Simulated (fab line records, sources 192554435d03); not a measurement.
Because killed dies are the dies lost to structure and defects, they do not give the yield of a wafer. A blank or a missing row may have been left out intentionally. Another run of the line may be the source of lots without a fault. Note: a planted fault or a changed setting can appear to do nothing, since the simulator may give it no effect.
Chamber matching / flow n5-finfet / 3 sister chambers for N5_GATE_CUT_PECVD_57 on pecvd-03
The step deposits SiNx from SiH4/NH3/N2, target thk 21 nm. 3 wafers are shown with their chamber, then 10 later ones without.

WAFERS, EACH WITH ITS CHAMBER
wafer=L087.2; chamber=0; showerhead-plenum-p-Torr (Torr)=5.11
wafer=L088.2; chamber=2; showerhead-plenum-p-Torr (Torr)=5.19
wafer=L088.3; chamber=1; showerhead-plenum-p-Torr (Torr)=5.16

WAFERS WITH NO CHAMBER GIVEN
wafer=L088.6; showerhead-plenum-p-Torr (Torr)=5.10
wafer=L090.2; showerhead-plenum-p-Torr (Torr)=5.18
wafer=L090.4; showerhead-plenum-p-Torr (Torr)=5.09
wafer=L090.6; showerhead-plenum-p-Torr (Torr)=5.19
wafer=L092.1; showerhead-plenum-p-Torr (Torr)=5.08
wafer=L092.2; showerhead-plenum-p-Torr (Torr)=5.21
wafer=L092.4; showerhead-plenum-p-Torr (Torr)=5.18
wafer=L093.2; showerhead-plenum-p-Torr (Torr)=5.09
wafer=L093.4; showerhead-plenum-p-Torr (Torr)=5.17
wafer=L093.6; showerhead-plenum-p-Torr (Torr)=5.20

THE CHAMBER EACH PASSED THROUGH
wafer=L088.6; from the rows above=0; in truth=0
wafer=L090.2; from the rows above=can't be placed: 2 or 1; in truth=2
wafer=L090.4; from the rows above=0; in truth=0
wafer=L090.6; from the rows above=can't be placed: 2 or 1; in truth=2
wafer=L092.1; from the rows above=0; in truth=0
wafer=L092.2; from the rows above=can't be placed: 2 or 1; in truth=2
wafer=L092.4; from the rows above=can't be placed: 2 or 1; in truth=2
wafer=L093.2; from the rows above=0; in truth=0
wafer=L093.4; from the rows above=can't be placed: 1 or 2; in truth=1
wafer=L093.6; from the rows above=can't be placed: 2 or 1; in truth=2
4 of 10 placed correctly. Not placeable from these rows: 6 (in 6, the candidates include the true chamber). Wrongly placed: 0.
How it was worked out, from the rows above alone: a wafer's distance from a chamber is the root of the sum, over the readings, of the square of ((its reading less the chamber's mean) divided by the reading's scatter). If the next closest chamber is less than 2 further off than the closest, the wafer can't be placed; otherwise it belongs to the closest. A chamber's mean is the mean of its shown wafers. The scatter: with one shown wafer a chamber, the root of the mean of the squares of how far each hidden wafer lies from its nearest shown one.
